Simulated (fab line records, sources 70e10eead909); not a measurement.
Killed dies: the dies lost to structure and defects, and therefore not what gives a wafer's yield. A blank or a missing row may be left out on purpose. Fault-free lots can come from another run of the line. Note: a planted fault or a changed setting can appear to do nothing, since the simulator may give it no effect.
Matching of chambers :: flow nand-harc :: NHARC_P_M2_CMP_23 on cmp-03 has 4 sister chambers
The step polishes, t overpolish 20 s, target thk 144.3 nm. 4 wafers are shown with their chamber, then 11 later ones without.

WAFERS PAIRED WITH THEIR CHAMBERS
wafer: L081.3
chamber: 1
motor-current-A (A): 10.5

wafer: L081.5
chamber: 0
motor-current-A (A): 11.8

wafer: L085.3
chamber: 3
motor-current-A (A): 11.1

wafer: L084.4
chamber: 2
motor-current-A (A): 8.6

WAFERS WITH NO CHAMBER GIVEN
wafer: L084.5
motor-current-A (A): 11.7

wafer: L084.6
motor-current-A (A): 11.8

wafer: L086.1
motor-current-A (A): 12.0

wafer: L086.2
motor-current-A (A): 11.8

wafer: L086.3
motor-current-A (A): 8.8

wafer: L087.3
motor-current-A (A): 10.7

wafer: L087.5
motor-current-A (A): 11.9

wafer: L087.6
motor-current-A (A): 11.7

wafer: L097.1
motor-current-A (A): 10.7

wafer: L097.2
motor-current-A (A): 8.9

wafer: L097.3
motor-current-A (A): 11.9

CHAMBER TAKEN BY EACH
wafer: L084.5
from the rows above: 0
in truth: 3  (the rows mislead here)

wafer: L084.6
from the rows above: 0
in truth: 0

wafer: L086.1
from the rows above: 0
in truth: 0

wafer: L086.2
from the rows above: 0
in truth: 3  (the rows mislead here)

wafer: L086.3
from the rows above: 2
in truth: 2

wafer: L087.3
from the rows above: can't be placed: 1 or 3
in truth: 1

wafer: L087.5
from the rows above: 0
in truth: 0

wafer: L087.6
from the rows above: 0
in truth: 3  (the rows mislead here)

wafer: L097.1
from the rows above: can't be placed: 1 or 3
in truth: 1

wafer: L097.2
from the rows above: 2
in truth: 2

wafer: L097.3
from the rows above: 0
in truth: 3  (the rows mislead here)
Correctly placed: 5 of 11. These rows do not allow placing 2 (true chamber among the candidates in 2). 4 placed wrongly.
How it was worked out, from the rows above alone: a wafer's distance from a chamber is the root of the sum, over the readings, of the square of ((its reading less the chamber's mean) divided by the reading's scatter). The wafer belongs to the nearest chamber; if the next one is less than 2 further off, it can't be placed. For every chamber, the mean is computed from those of its wafers that are shown. The scatter (one wafer shown for each chamber): square how far every hidden wafer sits from the nearest shown wafer, average those squares and take the square root.
